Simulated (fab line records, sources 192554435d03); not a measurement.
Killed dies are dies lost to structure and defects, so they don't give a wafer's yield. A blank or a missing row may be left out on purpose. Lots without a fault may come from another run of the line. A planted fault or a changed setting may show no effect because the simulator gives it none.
Split-lot experiment | flow n5_finfet | 7 lots, 21 wafers read, on a route of 1938 steps

THE SPLIT
At N5_FIN_SAQP_HM_DEP_72 (deposits SiO2 from SiH4/N2O, target thk 12 nm, time 7.2 s), the setting time_s was moved away from the recipe's 7.2 s on 10 of the 21 wafers read, by -14.2% to +14.4%. The other wafers ran this setting at the recipe's value.

FROM THE SPLIT TO THE READING: what the file shows between them, 7 steps
- N5_FIN_SAQP_COAT_50: time 60 s, resist thk 35 nm (also split here: spin_rpm)
- N5_FIN_SAQP_COAT_10: resist thk 90 nm
- N5_FIN_SAQP_EBR_12
- N5_FIN_SAQP_DESCUM_21: chemistry O2, time 7.9 s
- N5_FIN_SAQP_ETCH_51: etches SiARC in CF4, target depth 45.5 nm, time 75.8 s
- N5_FIN_SAQP_ETCH_52: etches SOC in N2/H2, target depth 100 nm, overetch 20 nm, time 150 s
- N5_FIN_SAQP_STRIP_53: strips in N2/H2

THE READING
etch.depth_nm (the simulator's own value, which no gauge read), in nm, at N5_FIN_SAQP_HM_OPEN_73 (chemistry CHF3/O2, target SiO2, stops on a-Si, target depth 12 nm, time 16.8 s). The file gives no usual value for it. The 11 wafers here that ran the recipe average 11.99 nm, standard deviation 0.19 nm.

wafer  | tool, chamber at the split | time_s as run, s | against the recipe | etch.depth_nm, nm | against lot-mates on the recipe
L077.1 | pecvd-03, 1                | 7.747            | +7.6%              | 12.73             | +0.76
L077.4 | pecvd-03, 0                | 7.747            | +7.6%              | 13.05             | +1.08
L077.6 | pecvd-03, 1                | 7.2              | recipe             | 11.97             | -
L079.3 | pecvd-02, 2                | 7.2              | recipe             | 12.11             | -
L079.5 | pecvd-02, 1                | 7.2              | recipe             | 12.18             | -
L079.6 | pecvd-02, 2                | 7.2              | recipe             | 12.06             | -
L080.2 | pecvd-01, 0                | 7.2              | recipe             | 11.87             | -
L080.3 | pecvd-01, 2                | 7.2              | recipe             | 11.93             | -
L080.4 | pecvd-01, 2                | 7.2              | recipe             | 12.29             | -
L083.3 | pecvd-02, 1                | 7.484            | +3.9%              | 12.43             | no lot-mate on the recipe
L083.5 | pecvd-02, 1                | 7.484            | +3.9%              | 12.43             | no lot-mate on the recipe
L083.4 | pecvd-02, 2                | 7.484            | +3.9%              | 12.3              | no lot-mate on the recipe
L085.1 | pecvd-02, 2                | 7.2              | recipe             | 11.63             | -
L085.5 | pecvd-02, 1                | 6.6              | -8.3%              | 11.03             | -0.60
L085.6 | pecvd-02, 2                | 6.6              | -8.3%              | 10.88             | -0.75
L088.1 | pecvd-01, 0                | 7.2              | recipe             | 11.71             | -
L088.5 | pecvd-01, 2                | 8.24             | +14.4%             | 13.81             | +2.10
L088.6 | pecvd-01, 0                | 8.24             | +14.4%             | 13.86             | +2.15
L090.1 | pecvd-03, 0                | 7.2              | recipe             | 11.98             | -
L090.3 | pecvd-03, 2                | 6.179            | -14.2%             | 10.55             | -1.54
L090.4 | pecvd-03, 0                | 7.2              | recipe             | 12.19             | -

THE FIT
A straight line over all 21 wafers: etch.depth_nm changes by +0.119 nm for each +1% of time_s; r = +0.98; the points scatter about the line by 0.18 nm.
The same after taking each lot's own level away (the mean of its wafers on the recipe; 18 wafers): +0.123 nm for each +1%; r = +0.98; scatter 0.19 nm.
On that fit, the largest move of time_s shifts the reading by 1.8 nm.
The lots' own levels span 11.630 to 12.117 nm, that is 2.5 times the standard deviation above.
So the lot-to-lot level changes the slope little: the two slopes agree.
Check: with one of the wafers moved furthest among these (+14.4%) left out of the fit, the line predicts +1.77 nm for it against its lot-mates. It came out at +2.1 nm against them.

OTHER SPLITS ON THESE WAFERS
These wafers also went through other splits before the reading. Each is held against what the fit with the lots' levels taken away leaves over:
other split on the same wafers  | wafers away from the commonest value | r with etch.depth_nm (lot level and that fit taken away)
N5_ZERO_LAYER_EXPOSE_08 dose_mj | 5                                    | +0.07
N5_ZERO_LAYER_PEB_09 peb_time_s | as run: not given for these wafers   | -
N5_FIN_SAQP_COAT_50 spin_rpm    | 4                                    | +0.57

THE WHOLE CHAIN: every reading that the file lists as answering this split, in the file's order
step                   | what it does                                                                   | reading                                                                            | change (the file's fit)               | r (the file's)
N5_FIN_SAQP_HM_DEP_72  | deposits SiO2 from SiH4/N2O, target thk 12 nm, time 7.2 s                      | SiO2_of_FIN_SAQP_HM_DEP_72.thk_nm (the simulator's own value, which no gauge read) | +0.121 nm for each +1% of the setting | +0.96
N5_FIN_SAQP_HM_OPEN_73 | chemistry CHF3/O2, target SiO2, stops on a-Si, target depth 12 nm, time 16.8 s | etch.depth_nm (the simulator's own value, which no gauge read)                     | +0.121 nm for each +1% of the setting | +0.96

THE FILE'S OWN FIT
etch.depth_nm changes by +0.121 nm for each +1% of time_s, r = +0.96.
